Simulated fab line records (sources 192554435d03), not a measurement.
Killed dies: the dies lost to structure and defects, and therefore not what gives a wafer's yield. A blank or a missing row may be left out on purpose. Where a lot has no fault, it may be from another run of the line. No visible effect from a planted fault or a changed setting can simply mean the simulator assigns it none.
fab line records | flow n5_finfet
record: lots: 6 wafers: 18 last_day: 19
route steps=1938 shown SD_EPI_P@319 SD_ACTIVATION@330
lots that met no fault: taken from a fault-free run of the same line
start_h: hours from the record's opening day to when the first of the lot's shown wafers began | wait_h: hours since the lot's step before | " unchanged from the row above | L1.1+2: a single row standing in for several wafers | - no value, or no start given | * or withheld: withheld | < > ~ a bound
route shown NAME@n: names a module that has steps shown in the file, with the first one's number in the route | usual: mean/standard deviation taken from wafers without a fault | same: alike in all rows | chamber/n: place in a boat | sites: per-site readings | _std_site: their standard deviation | _edge_site: outer sites' mean less inner sites' | radius_mm: how far each site lies from the wafer's centre | mask NAME#n: copy n | behind: the most recent tool/chamber to have shaped the wafer | hold: why the lot was held/for how many hours/how that ended | device: names the non-switching transistor (n, p or np) | end of line: the same wafers' tests at the end of the route | where a step has no rows: the recipe by itself | killed: at the first sort, the dies lost to defects and structure; wafer yield is something else | map: a wafer's dies, x killed, . not, _ none there
set.NAME: setting as actually run; set.NAME@STEP: the setting as run at that earlier step | model.NAME: the simulator's own value behind a step, which no gauge read
lots at selected steps of the route; one table per step, one row per wafer
services: from which hour (start_h, from the record's first day; less than 0 if before it) a tool's chamber was out of use, for how many hours, and why
== steps ==
step: N5_SD_EPI_P_PRECLEAN_51
recipe: chemistry: NF3:NH3 afs_cycles: 1 temp_c: 30 time_s: 20 sublimation_temp_c: 180 sublimation_time_s: 60 pressure_torr: 3 rf_power_w: 30
step: N5_SD_EPI_P_VAPOR_ETCH_44
recipe: chemistry: NF3/Ar target: SiGe30 temp_c: 25 time_s: 3.3 mode: isotropic
step: N5_SD_EPI_P_EPI_21
recipe: material: SiGe:B dopant: B temp_c: 550 pressure_torr: 20 ambient: H2 time_s: 355
step: N5_SD_EPI_P_EPI_MEAS_23
recipe: mode: xrd
usual: thk_nm: 60.9/1.1
columns lot.wafer tool chamber start_h wait_h thk_nm
L495.1 film_metro-01 - 66.28 3.2 60.9
L495.4 " - " " 60.1
L495.6 " - " " 61.9
L499.1 film_metro-01 - 90.41 1.8 62.2
L499.3 " - " " 60.7
L499.5 " - " " 61.3
L506.1 film_metro-01 - 129.96 1.8 60.2
L506.5 " - " " 59.6
L506.6 " - " " 58.9
L508.1 film_metro-01 - 144.45 2.4 61.8
L508.3 " - " " 60.1
L508.4 " - " " 62.0
L514.4 film_metro-01 - 179.63 0.8 61.8
L514.5 " - " " 61.9
L514.6 " - " " 62.0
L516.1 film_metro-02 - 194.25 1.8 61.9
L516.2 " - " " 61.4
L516.4 " - " " 62.5
step: N5_SD_EPI_P_HM_STRIP_48
recipe: chemistry: H3PO4 temp_c: 160 material: SiNx target: SiNx target_depth_a: 30 overetch_fraction: 0.3
step: N5_SD_EPI_P_SRD_49
recipe: dry: ipa_marangoni time_s: 30 temp_c: 23 rinse_liquid: diw
step: N5_SD_EPI_P_PRECLEAN_24
recipe: chemistry: O3/DIW time_s: 45 temp_c: 22 o3_ppm: 10
step: N5_SD_EPI_P_PRECLEAN_32
recipe: chemistry: dHF time_s: 10 dilution: 500:1 temp_c: 25
step: N5_SD_EPI_P_PRECLEAN_33
recipe: chemistry: SC2 time_s: 45 temp_c: 35 mix: 1:1:50
step: N5_SD_EPI_P_SRD_25
recipe: time_s: 30 temp_c: 23 rinse_liquid: diw dry: ipa_marangoni
step: N5_SD_EPI_P_INSPECT_26
recipe: inspect_instrument: darkfield mode: post_epi
usual: raw_defect_count: 168/29
columns lot.wafer tool chamber start_h wait_h raw_defect_count
L495.1 defect_inspect-02 - 66.45 0.0 132
L495.4 " - " " 106
L495.6 " - " " 109
L499.1 defect_inspect-01 - 90.59 0.0 184
L499.3 " - " " 176
L499.5 " - " " 187
L506.1 defect_inspect-01 - 130.13 0.0 165
L506.5 " - " " 176
L506.6 " - " " 172
L508.1 defect_inspect-02 - 144.63 0.0 140
L508.3 " - " " 176
L508.4 " - " " 147
L514.4 defect_inspect-01 - 179.80 0.0 183
L514.5 " - " " 169
L514.6 " - " " 191
L516.1 defect_inspect-02 - 194.53 0.0 159
L516.2 " - " " 151
L516.4 " - " " 161
step: N5_SD_ACTIVATION_RTA_00
recipe: temp_c: 975 time_s: 0 ambient: N2 idle_temp_c: 600 ramp_up_c_per_s: 150 ramp_down_c_per_s: 60 cool_to_c: 600
usual: lamp_power_pct: 8.96/0.055 lamp_zone_5_pct: 8.952/0.028 wafer_temp_C_max: 975.0/1.9
columns lot.wafer tool chamber start_h wait_h lamp_power_pct lamp_zone_5_pct wafer_temp_C_max
L495.1 rtp_anneal-02 0 66.51 0.1 8.99 8.958 977.9
L495.4 " 0 " " 8.90 8.987 972.8
L495.6 " 0 " " 8.87 8.955 976.5
L499.1 rtp_anneal-02 0 90.62 0.0 9.03 8.970 981.0
L499.3 " 0 " " 8.92 8.928 975.2
L499.5 " 0 " " 9.02 8.940 973.3
L506.1 rtp_anneal-01 0 130.22 0.1 9.04 8.937 977.1
L506.5 " 0 " " 8.95 8.927 973.6
L506.6 " 0 " " 9.03 8.957 974.6
L508.1 rtp_anneal-02 0 144.66 0.0 8.93 8.919 976.9
L508.3 " 0 " " 8.94 8.954 973.1
L508.4 " 0 " " 8.89 8.981 978.0
L514.4 rtp_anneal-02 0 180.82 1.0 8.98 8.932 972.5
L514.5 " 0 " " 8.88 8.915 975.6
L514.6 " 0 " " 9.04 8.927 974.3
L516.1 rtp_anneal-02 0 194.80 0.3 8.91 8.990 975.7
L516.2 " 0 " " 8.99 9.001 975.2
L516.4 " 0 " " 8.99 8.990 974.7
step: N5_SD_ACTIVATION_LSA_01
recipe: temp_c: 1080 time_s: 0.0008 ambient: N2
usual: wafer_temp_C_max: 1084.4/1
columns lot.wafer tool chamber start_h wait_h wafer_temp_C_max
L495.1 laser_anneal-02 0 66.71 0.2 1084.7
L495.4 " 0 " " 1084.8
L495.6 " 0 " " 1085.4
L499.1 laser_anneal-02 0 90.84 0.2 1084.3
L499.3 " 0 " " 1089.0
L499.5 " 0 " " 1085.2
L506.1 laser_anneal-02 0 130.44 0.2 1064.6
L506.5 " 0 " " 1064.6
L506.6 " 0 " " 1063.4
L508.1 laser_anneal-02 0 144.86 0.2 1063.3
L508.3 " 0 " " 1063.8
L508.4 " 0 " " 1063.9
L514.4 laser_anneal-01 0 181.11 0.2 1084.0
L514.5 " 0 " " 1084.9
L514.6 " 0 " " 1083.5
L516.1 laser_anneal-01 0 195.00 0.2 1083.8
L516.2 " 0 " " 1084.1
L516.4 " 0 " " 1084.4
== services ==
columns tool chamber start_h hours kind
laser_anneal-01 - 52.44 10.1 pm
laser_anneal-01 - 107.86 7.7 pm
laser_anneal-02 - 124.12 2.7 pm
laser_anneal-02 - 149.36 7.8 pm
rtp_anneal-02 - 161.36 4.3 pm
== key ==
first_sign: step: N5_SD_ACTIVATION_LSA_01 reading: wafer_temp_C_max direction: down sigmas: 20 usual: * struck: *
effect none on later readings
met_at N5_SD_ACTIVATION_LSA_01
struck_wafers L506.1,L506.5,L506.6,L508.1,L508.3,L508.4
tester_left_out L506,L508
onset_between 90.84 130.44
fault: kind: process_parameter_drift tool: laser_anneal-02 chamber: - onset_h: 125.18 steps: N5_SD_ACTIVATION_LSA_01 channel: temp_c offset: * shape: step end_h: 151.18 stated: *
tester_left_out: of these lots the tester's yield and bins aren't shown, on N5 and GAA mostly nor the transistor test; their killed dies are dies lost to structure and defects alone, not to doping, threshold or leakage, so they don't give the yield
